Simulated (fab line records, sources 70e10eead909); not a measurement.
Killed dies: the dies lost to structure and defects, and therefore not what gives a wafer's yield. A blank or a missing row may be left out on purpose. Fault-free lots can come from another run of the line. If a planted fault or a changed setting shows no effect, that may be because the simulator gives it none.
Comparing a struck lot with a sound one ; flow nand_harc ; 38 out of 1159 route steps
Sound: these wafers, L996.1, L996.2, L996.3. Wafers L105.1, L105.3, L105.6 were the ones struck. The cause is given at the end.
For every step that has rows: the tool of each side, followed by ch and its chambers, followed by its first start. Under that, the readings that differ: sound wafers ; struck wafers ; difference of the means ; sigmas: that difference in standard deviations of wafers without a fault.
alike: readings with means less than 2 such deviations apart, plus words and numbers identical on both sides. not compared: withheld readings, readings lacking a value on some wafer, bounds such as >300 that could conceal the same value, and numbers that have no deviation in the record and whose values overlap.
The two part at a step that has a row with sigmas, a row that says differs or no value, or rows on one side only. When numbers do not overlap yet have no deviation, they are printed without sigmas and do not part them. Lack of a reading on every wafer of one side parts them only where that side has two or more wafers.

first, 8 steps without rows for these wafers: NHARC_A_STAIRCASE_COAT_304; NHARC_A_STAIRCASE_SOFTBAKE_305 (time 170 s); NHARC_A_STAIRCASE_EBR_306; NHARC_A_STAIRCASE_EXPOSE_307 (exposes mask CHOP 50); NHARC_A_STAIRCASE_PEB_308 (peb time 130 s); NHARC_A_STAIRCASE_DEVELOP_309 (time 140 s); NHARC_A_STAIRCASE_HARDBAKE_311 (time 140 s); NHARC_A_STAIRCASE_DESCUM_312 (chemistry O2, time 3 s).
NHARC_A_STAIRCASE_ETCH_313: etches the open film in CF4/CHF3.
  sound on rie_diel-07 ch 0,1,2, day 12 12:50; struck on rie_diel-07 ch 0,2,3, day 14 07:02
  alike: drypump_motor_current_A, oes_product_au, rf_vpp_V, showerhead_plenum_p_Torr, throttle_valve_pct
  not compared: rf_hours_counter_h
then, 2 steps without rows for these wafers: NHARC_A_STAIRCASE_HM_OPEN_463 (chemistry O2/COS); NHARC_A_STAIRCASE_STRIP_464 (strips in O2/COS).
NHARC_A_STAIRCASE_ETCH_453: etches the open film in CF4/O2, target depth 30 nm, overetch 3 nm, time 16.5 s.
  sound on rie_diel-07 ch 0,1,2, day 12 13:17; struck on rie_diel-07 ch 2,3, day 14 08:52
  alike: drypump_motor_current_A, oes_product_au, rf_vpp_V, showerhead_plenum_p_Torr, throttle_valve_pct
  not compared: rf_hours_counter_h
then, 6 steps without rows for these wafers: NHARC_A_STAIRCASE_ETCH_315 (etches the open film in C4F8/O2/Ar, target depth 2500 nm, time 607.1 s); NHARC_A_STAIRCASE_STRIP_316 (strips in O2); NHARC_A_STAIRCASE_STRIP_317 (strips in SPM, time 900 s); NHARC_A_STAIRCASE_PRECLEAN_318 (cleans in SC1); NHARC_A_STAIRCASE_SRD_329; NHARC_A_STAIRCASE_ALD_415 (deposits SiO2, target thk 30 nm, pulse time 6 s, ald cycles 300).
NHARC_A_STAIRCASE_ETCHBACK_416: etches the open film in C4F8/O2/Ar, target depth 36 nm, time 7.2 s.
  sound: rie_diel-02 ch 0,1,2; struck: rie_diel-08 ch 0,1,3
reading;sound;struck;difference;sigmas
oes_product_au (a.u.);1.003 0.999 0.996;0.939 0.940 0.927;-0.064;-2
  alike: rf_vpp_V
  not compared: rf_hours_counter_h
then, 1 step without rows for these wafers: NHARC_A_STAIRCASE_STRIP_476 (strips in O2, time 20 s).
NHARC_A_STAIRCASE_DEP_417: deposits Si3N4, target thk 60 nm.
  sound on pecvd-03 ch 0,1,2, day 12 16:57; struck on pecvd-03 ch 0,2, day 14 12:49
  alike: heater_power_w, showerhead_vpp_V
  not compared: since_wet_clean_h
then, 5 steps without rows for these wafers: NHARC_A_STAIRCASE_WET_418 (chemistry H3PO4, target depth 20 nm); NHARC_A_STAIRCASE_PRECLEAN_419 (cleans in SC1); NHARC_A_STAIRCASE_SRD_421; NHARC_A_STAIRCASE_ALD_420 (deposits SiO2, target thk 20 nm, pulse time 6 s, ald cycles 200); NHARC_A_STAIRCASE_CVD_552 (deposits SiNx, target thk 40 nm).
NHARC_A_STAIRCASE_DEP_151: deposits SiO2, target thk 3800 nm.
  sound on pecvd-01 ch 0,1,2, day 13 07:19; struck on pecvd-01 ch 0,1, day 15 03:40
  alike: heater_power_w, mfc_precursor_sccm
  not compared: since_wet_clean_h
then, 1 step without rows for these wafers: NHARC_A_STAIRCASE_ANNEAL_320 (time 1800 s).
NHARC_A_STAIRCASE_DEP_322: deposits SiO2, target thk 3800 nm.
  sound on pecvd-02 ch 0,1,2, day 13 16:26; struck on pecvd-01 ch 0,1, day 15 13:05
  alike: heater_power_w, mfc_precursor_sccm
  not compared: since_wet_clean_h
then, 8 steps without rows for these wafers: NHARC_A_STAIRCASE_ANNEAL_323 (time 1800 s); NHARC_A_STAIRCASE_DEP_325 (deposits SiO2, target thk 3800 nm); NHARC_A_STAIRCASE_ANNEAL_326 (time 1800 s); NHARC_A_STAIRCASE_DEHYDRATE_433 (time 120 s); NHARC_A_STAIRCASE_HMDS_434 (time 30 s); NHARC_A_STAIRCASE_COAT_435; NHARC_A_STAIRCASE_SOFTBAKE_436 (time 170 s); NHARC_A_STAIRCASE_EBR_437.
-- jump in the record: it breaks off in module A_STAIRCASE and resumes in module END (first step shown: number 1159 of the route), and 6 days separate the struck wafers' starts before and after --
NHARC_END_SORT_01:
  sound on prober-02 ch 0, day 20 03:29; struck on prober-01 ch 0, day 22 00:20
reading;sound;struck;difference;sigmas
killed_at_array;27 35 27;75 65 69;+40;+4
killed_dies;30 35 34;77 68 72;+39;+4
  alike: killed_at_other, killed_at_periphery, killed_open, killed_short

## WHERE THEY PART
At NHARC_A_STAIRCASE_ETCHBACK_416 first; at NHARC_END_SORT_01 last (within this record only).

WHY: what the simulator had put in
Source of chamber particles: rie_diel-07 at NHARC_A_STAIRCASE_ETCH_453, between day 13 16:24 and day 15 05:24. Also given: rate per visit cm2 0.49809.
